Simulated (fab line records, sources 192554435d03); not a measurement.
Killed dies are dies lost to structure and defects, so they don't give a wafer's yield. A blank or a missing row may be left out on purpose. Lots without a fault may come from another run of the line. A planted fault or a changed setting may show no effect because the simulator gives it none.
Chamber matching | flow n5_finfet | N5_HKMG_FIN_CMP_23 on cmp-02: 4 sister chambers
The step polishes, stops on SiNx, t overpolish 10 s, target thk 46.326 nm. 8 wafers are shown with their chamber, then 9 later ones without.

WAFERS WITH THEIR CHAMBER
wafer  | chamber | motor_current_A (A) | time_to_endpoint_s (s)
L082.1 | 2       | 11.1                | 9.9
L083.1 | 3       | 12.0                | 13.3
L086.1 | 3       | 12.5                | 14.8
L088.1 | 0       | 11.7                | 11.3
L088.3 | 2       | 10.8                | 11.4
L090.1 | 1       | 10.3                | 13.3
L090.3 | 0       | 12.1                | 12.5
L090.5 | 1       | 10.7                | 15.0

WAFERS WITHOUT THEIR CHAMBER
wafer  | motor_current_A (A) | time_to_endpoint_s (s)
L092.1 | 11.1                | 10.8
L092.2 | 12.2                | 14.3
L092.3 | 12.1                | 13.2
L094.3 | 10.4                | 13.8
L094.5 | 11.6                | 13.9
L094.6 | 12.2                | 10.9
L096.1 | 10.5                | 10.0
L096.4 | 12.1                | 8.7
L096.5 | 10.1                | 10.8

WHICH CHAMBER EACH WENT THROUGH
wafer  | from the rows above               | in truth
L092.1 | 2                                 | 2
L092.2 | 3                                 | 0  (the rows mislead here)
L092.3 | can't be placed: 3 or 0           | 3
L094.3 | 1                                 | 1
L094.5 | can't be placed: 0 or 3 or 2 or 1 | 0
L094.6 | can't be placed: 0 or 3           | 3
L096.1 | 2                                 | 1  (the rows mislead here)
L096.4 | can't be placed: 0 or 2 or 3      | 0
L096.5 | can't be placed: 2 or 1           | 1
Placed correctly: 2 of 9. Can't be placed from these rows: 5 (the true chamber is among the candidates in 5). Placed wrongly: 2.
How it was worked out, from the rows above alone: a wafer's distance from a chamber is the root of the sum, over the readings, of the square of ((its reading less the chamber's mean) divided by the reading's scatter). The wafer belongs to the nearest chamber; if the next one is less than 2 further off, it can't be placed. A chamber's mean is the mean of its shown wafers. The scatter: the root of (the sum of the squares of (reading less its chamber's mean) over the shown wafers, divided by (wafers less chambers)).
